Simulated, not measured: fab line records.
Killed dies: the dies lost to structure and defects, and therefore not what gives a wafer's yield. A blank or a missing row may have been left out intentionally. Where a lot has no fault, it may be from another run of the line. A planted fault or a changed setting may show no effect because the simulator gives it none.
fab line records ; flow n5Finfet
record: lots: 3; wafers: 9; lastDay: 15
route steps=1938 shown BEOL_M8@1389 BEOL_M9@1401 PASSIVATION@1936
lots that met no fault: taken from a fault-free run of the same line
startH: hours from the record's first day to the start of the lot's first wafer shown ; waitH: time in hours since the lot's previous step ; " the same as in the row above ; L1.1+2: a row that stands for several wafers ; - no value, or no start given ; * or withheld: withheld ; < > ~ a bound
route shown NAME@n: names a module that has steps shown in the file, with the first one's number in the route ; usual: mean/standard deviation of fault-free wafers ; same: alike in all rows ; chamber/n: place in a boat ; sites: each site's reading ; _std_site: how widely they spread, as a standard deviation ; _edge_site: the outer-site mean with the inner-site mean subtracted ; radiusMm: how far each site lies from the wafer's centre ; mask NAME#n: copy n ; behind: the most recent tool/chamber to have shaped the wafer ; hold: reason for holding the lot/hours on hold/outcome of the hold ; device: transistor that didn't switch, given as n, p or np ; end of line: the same wafers' tests at the end of the route ; for a step that has no rows: nothing shown but its recipe ; killed: dies that structure and defects cost at the first sort, which is not the same as the wafer's yield ; map: a wafer's dies, marking killed ones x, the rest . and places with no die _
set.NAME: the setting the step ran with; set.NAME@STEP: the setting that earlier step ran with ; model.NAME: the simulator's own value behind a step, which no gauge read
lots at some steps of the route; a table a step, a row a wafer
services: when a tool's chamber went out of use (startH, in hours from the record's first day, below 0 if earlier), for how many hours, and the reason
== steps ==
step: N5_BEOL_M8_ALD_77
recipe: material: TaN; targetThkA: 20; tempC: 275; aldPrecursorFamily: PDMAT; aldCoReactant: NH3; pressureTorr: 3; carrierFlowSccm: 1500; pulseTimeS: 2; purgeTimeS: 3; coReactantPurgeTimeS: 2; coReactantPulseTimeS: 3; aldCycles: 40; precursorVesselTempC: 75; precursorVesselPressureTorr: 26.25; precursorVesselCarrierSccm: 1000
step: N5_BEOL_M8_SURFACE_TREAT_79
recipe: gas: Ar; timeS: *; ionEnergyEv: *; ionCurrentMaCm2: 0.5; pressureMtorr: *; arFlowSccm: 30
step: N5_BEOL_M8_CVD_78
recipe: material: Co; targetThkA: 20; tempC: withheld; precursor: CCTBA/H2; pressureTorr: 30; timeS: 142.3
step: N5_BEOL_M8_SPUTTER_48
recipe: material: Cu; targetThkA: 100; tempC: -20; biasV: 60; powerW: 26000; chamberPressurePa: 0.13; timeS: 1.667
step: N5_BEOL_M8_ECD_50
recipe: material: Cu; targetThkA: 3000
step: N5_BEOL_M8_ANNEAL_51
recipe: tempC: 225; timeS: 90; ambient: N2
step: N5_BEOL_M8_CMP_52
recipe: stopOn: SiCOH_lowk; tOverpolishS: 6.9; downForcePsi: 1; platenRpm: 50; clearingPlatenDownForcePsi: 1.5; clearingPlatenRpm: 50; postCmpClean: cuAlkaline; targetThkNm: 80; clearingPlatenPadVelocityMS: 0.99484; padVelocityMS: 0.99484
step: N5_BEOL_M8_PRE_CLEAN_55
recipe: gas: NH3; timeS: 15; tempC: withheld; rfPowerW: 300
step: N5_BEOL_M8_DEP_56
recipe: material: SiCN; targetThkA: 100; tempC: withheld; precursor: 3MS/NH3; pressureTorr: 3; rfW: 202; timeS: 17.5
step: N5_BEOL_M9_ILD_DEP_00
recipe: material: SiCOH_lowk; targetThkA: 3085.1; tempC: 300; precursor: DEMS/porogen; pressureTorr: 5; rfW: 500; timeS: 58
usual: heaterPowerW: 313/47; runLengthS: 101.1/0.51; showerheadPlenumPTorr: 5.738/0.0097; showerheadVppV: 1394/56; throttleValvePct: 14.0/0.91
lot.wafer;tool;chamber;startH;waitH;heaterPowerW;runLengthS;showerheadPlenumPTorr;showerheadVppV;throttleValvePct;model.SiCOH_lowk_of_BEOL_M9_ILD_DEP_00.thkNm
L898.1;pecvd-01;1;250.76;0.0;339;101.1;5.752;1455;12.9;312
L898.3;pecvd-01;2;250.76;0.0;277;101.3;5.747;1334;13.8;314.4
L898.5;pecvd-01;1;250.76;0.0;271;101.2;5.744;1447;12.9;313.8
L903.3;pecvd-02;0;270.74;0.0;282;101.1;5.739;1485;16.0;304.8
L903.4;pecvd-02;1;270.74;0.0;381;100.3;5.756;1384;14.0;306.6
L903.6;pecvd-02;0;270.74;0.0;296;101.1;5.744;1456;16.0;312.4
L908.1;pecvd-02;2;300.63;0.0;386;101.2;5.749;1412;14.5;305.6
L908.2;pecvd-02;0;300.63;0.0;324;113.5;5.734;1456;15.8;376.4
L908.3;pecvd-02;1;300.63;0.0;375;100.9;5.728;1377;14.0;302.4
step: N5_BEOL_M9_CURE_71
recipe: tempC: 385; timeS: 240; ambient: He/Ar; material: SiCOH_lowk
step: N5_BEOL_M9_THK_MEAS_01
recipe: reads: SiCOH_lowk_of_BEOL_M9_ILD_DEP_00
usual: M9_ILD_THK: 268/3.8
lot.wafer;tool;chamber;startH;waitH;M9_ILD_THK[nm]
L898.1;filmMetro-01;-;251.86;0.8;271
L898.3;filmMetro-01;-;251.86;0.8;273
L898.5;filmMetro-01;-;251.86;0.8;273
L903.3;filmMetro-01;-;271.33;0.3;265
L903.4;filmMetro-01;-;271.33;0.3;266
L903.6;filmMetro-01;-;271.33;0.3;271
L908.1;filmMetro-01;-;301.22;0.4;265
L908.2;filmMetro-01;-;301.22;0.4;328
L908.3;filmMetro-01;-;301.22;0.4;263
step: N5_BEOL_M9_PECVD_70
recipe: material: SiO2; targetThkA: 200; tempC: 400; precursor: TEOS/O2; pressureTorr: 5.5; rfW: 450; teosFlowSccm: 53.8; gas: O2; flowSccm: 3000; timeS: 22.7
step: N5_BEOL_M9_HM_DEP_02
recipe: material: TiN; targetThkA: 200; tempC: 25; chamberPressurePa: 0.49996
step: N5_BEOL_M9_COAT_59
recipe: resist: SOC; tempC: 250; timeS: 60; spinRpm: 1500; resistThkNm: 100
step: N5_BEOL_M9_COAT_60
recipe: resist: SiARC; tempC: 220; timeS: 60; spinRpm: 1500; resistThkNm: 30
step: N5_BEOL_M9_COAT_05
recipe: resist: CAR-ArF; spinRpm: 1500; resistThkNm: 90
step: N5_BEOL_M9_EBR_07
recipe: solvent: PGMEA; ebrWidthMm: 1.5
step: N5_BEOL_M9_SOFTBAKE_06
recipe: tempC: 110; timeS: 60; resist: CAR-ArF
step: N5_BEOL_M9_EXPOSE_08
recipe: maskId: M9; na: 1.35; sourceShape: dipole; sigmaInner: 0.411; sigmaOuter: 0.611; polarization: te; doseMj: 53.75
step: N5_BEOL_M9_PEB_09
recipe: pebTempC: withheld; pebTimeS: 60; resist: CAR-ArF
step: N5_BEOL_M9_DEVELOP_10
recipe: developTimeS: 30; developer: TMAH; resist: CAR-ArF; rinseLiquid: diw; dry: airSpin; devTempC: 23
step: N5_BEOL_M9_DESCUM_16
recipe: chemistry: O2; timeS: 7.9; sourcePowerW: 50; biasPowerW: 20; pressureMtorr: 20; rfFrequencyHz: 2.712e+07; tempC: 40; resist: CAR-ArF; o2FlowSccm: 225
step: N5_BEOL_M9_ETCH_61
recipe: chemistry: CF4; target: SiARC; targetDepthA: 390; maskMaterial: CAR-ArF; timeS: 65; ionEnergyEv: 80; pressureMtorr: 40; sourceW: 545; biasW: 36; Ar_flow_sccm: 100; cf4FlowSccm: 100; ends: cleared
step: N5_BEOL_M9_ETCH_62
recipe: chemistry: N2/H2; target: SOC; targetDepthA: 1100; overetchA: 220; maskMaterial: SiARC; tempC: 40; timeS: 165; ionEnergyEv: 200; pressureMtorr: 30; sourceW: 840; biasW: 150; n2FlowSccm: 200; h2FlowSccm: 200
step: N5_BEOL_M9_STRIP_68
recipe: chemistry: N2/H2; tempC: 40; n2FlowSccm: 200; h2FlowSccm: 200; rfFrequencyHz: 6e+07
step: N5_BEOL_M9_STRIP_67
recipe: chemistry: CF4; resist: SiARC; powerW: 300; biasPowerW: 75; pressureMtorr: 50; cf4FlowSccm: 150; rfFrequencyHz: 6e+07
step: N5_BEOL_M9_HM_OPEN_17
recipe: chemistry: Cl2/BCl3; targetDepthA: 200; overetchA: 60; target: TiN; maskMaterial: SOC; ionEnergyEv: 150; pressureMtorr: 10; icpW: 1000; biasW: 126; Cl2_flow_sccm: 53.25; bcl3FlowSccm: 21.75; Ar_flow_sccm: 25
step: N5_BEOL_M9_STRIP_19
recipe: chemistry: O2; powerW: 400; tempC: 40; pressureMtorr: 30; rfFrequencyHz: 6e+07; biasPowerW: 0; overashFraction: 0.2; o2FlowSccm: 225
step: N5_BEOL_M9_COAT_63
recipe: resist: SOC; tempC: 250; timeS: 60; spinRpm: 1500; resistThkNm: 60
step: N5_BEOL_M9_COAT_64
recipe: resist: SiARC; tempC: 220; timeS: 60; spinRpm: 1500; resistThkNm: 12
step: N5_BEOL_M9_COAT_75
recipe: resist: underlayer; tempC: 205; timeS: 60; spinRpm: 1500; resistThkNm: 5
step: N5_BEOL_M9_COAT_22
recipe: resist: CAR-EUV; spinRpm: 1500; resistThkNm: 30
step: N5_BEOL_M9_EBR_24
recipe: solvent: PGMEA; ebrWidthMm: 1.5
step: N5_BEOL_M9_SOFTBAKE_23
recipe: tempC: 110; timeS: 60; resist: CAR-EUV
step: N5_BEOL_M9_CMP_52
recipe: stopOn: SiCOH_lowk; tOverpolishS: 7; downForcePsi: 1; platenRpm: 50; clearingPlatenDownForcePsi: 1.5; clearingPlatenRpm: 50; postCmpClean: cuAlkaline; targetThkNm: 140; clearingPlatenPadVelocityMS: 0.99484; padVelocityMS: 0.99484
usual: motorCurrentA: 6.2/0.4
lot.wafer;tool;chamber;startH;waitH;motorCurrentA;model.SiCOH_lowk_of_BEOL_M9_ILD_DEP_00.thkNm
L898.1;cmp-02;1;260.78;0.3;6.6;268
L898.3;cmp-02;3;260.78;0.3;6.4;270.2
L898.5;cmp-02;1;260.78;0.3;6.8;269.6
L903.3;cmp-04;3;277.10;0.2;5.8;261.6
L903.4;cmp-04;0;277.10;0.2;6.1;263.2
L903.6;cmp-04;1;277.10;0.2;6.4;268.4
L908.2;cmp-03;2;307.61;0.2;5.4;325.2
L908.3;cmp-03;3;307.61;0.2;5.7;259.6
L908.1;cmp-03;0;307.61;0.2;6.2;262.4
step: N5_PASSIVATION_PROBE_49
usual: defectLimitedYield: 91.1/1.5; killed_at_M0_to_M3: 35/11; killed_at_M4_up: 13/5.7; killedAtContacts: 12/5.7; killedAtFrontEnd: 40/11; killedAtOther: 4/4.4; killedDies: 105/18; killedOpen: 68/14; killedShort: 34/7.4; sort_bin_4_leakage: 0.00/0.011; sort_bin_5_function: 5.2/1; sort_bin_6_memory: 3.3/0.67; sort_bin_8_speed: 0.04/0.29; sortNPass: 1074/18; sortYieldPct: 91.0/1.5
same: grossDies: 1180; killedAtBackSide: 0
lot.wafer;tool;chamber;startH;waitH;defectLimitedYield[%];killed_at_M0_to_M3;killed_at_M4_up;killedAtContacts;killedAtFrontEnd;killedAtOther;killedDies;killedOpen;killedShort;sort_bin_4_leakage[%];sort_bin_5_function[%];sort_bin_6_memory[%];sort_bin_8_speed[%];sortNPass;sortYieldPct[%]
L908.1;prober-02;-;363.64;0.5;92.4;39;7;9;28;7;90;67;22;0;4.1;3.0;0;1090;92.4
L908.2;prober-02;-;363.69;0.5;86.6;42;4;7;37;68;158;66;29;0;10.3;2.6;0;1022;86.6
L908.3;prober-02;-;363.74;0.6;82.2;29;14;4;29;134;210;55;26;0;14.8;2.8;0.08;969;82.1
killed by level:class
L908.1 BEOL_M1:geometricParticle:open=8 MOL_CONTACT_COAG:geometricParticle:open=8 BEOL_M0_SAQP:geometricParticle:open=8 BEOL_M2:geometricParticle:open=7 FIN_SAQP:geometricParticle:short=6 BEOL_M0_SAQP:geometricParticle:short=6 FIN_SAQP:geometricParticle:open=5 BEOL_M0:geometricParticle:open=5
L908.2 PASSIVATION:areaEtch=57 BEOL_M1:geometricParticle:open=11 STI_FIN_REVEAL:geometricParticle:open=8 DUMMY_GATE:geometricParticle:open=8 BEOL_M3:geometricParticle:open=8 PASS1_CAP:geometricParticle:open=6 BEOL_M2:geometricParticle:open=6 FIN_SAQP:geometricParticle:open=5
L908.3 PASSIVATION:areaEtch=127 BEOL_M0_SAQP:geometricParticle:open=10 BEOL_M2:geometricParticle:open=7 FIN_SAQP:geometricParticle:short=5 STI_FIN_REVEAL:geometricParticle:open=5 GATE_CUT:geometricParticle:short=4 MOL_CONTACT_COAG:geometricParticle:open=4 BEOL_M0_SAQP:geometricParticle:short=4
== services ==
tool;chamber;startH;hours;kind
cmp-02;-;230.18;2.6;repair
cmp-04;-;231.46;1.4;repair
pecvd-01;0;245.86;8.9;repair
cmp-03;-;246.74;0.4;repair
cmp-02;-;277.69;4.0;pm
cmp-02;-;281.69;-;consumableReplace:conditioner
cmp-02;-;281.69;-;consumableReplace:pad
pecvd-02;0;284.96;2.1;scheduledDown
cmp-02;-;286.86;1.4;repair
cmp-04;-;293.85;7.3;pm
cmp-04;-;306.09;0.8;repair
== key ==
firstSign: step: N5_BEOL_M9_ILD_DEP_00; reading: runLengthS; direction: up; sigmas: 25; usual: *; struck: *
effect: step: N5_BEOL_M9_THK_MEAS_01; reading: M9_ILD_THK; direction: up; sigmas: 16; usual: 268; struck: 328
modelEffect: step: N5_BEOL_M9_ILD_DEP_00; value: SiCOH_lowk_of_BEOL_M9_ILD_DEP_00.thkNm; without: 310.6; struck: 376.4
modelEffect: step: N5_BEOL_M9_CMP_52; value: SiCOH_lowk_of_BEOL_M9_ILD_DEP_00.thkNm; without: 266.8; struck: 325.2
metAt N5_BEOL_M9_ILD_DEP_00
struckWafers L908.2
baselineLoss: step: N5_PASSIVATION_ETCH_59; wafers: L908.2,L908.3
onsetBetween 270.74 300.63
fault: kind: processParameterDrift; tool: pecvd-02; chamber: 0; onsetH: 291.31; steps: N5_BEOL_M9_ILD_DEP_00; channel: timeS; offset: *; shape: step; endH: 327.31; actsIn: *; stated: *
baselineLoss: these wafers lose ten dies or more at that step, a loss of the line's own and not of a fault; the sort's usual values leave them out
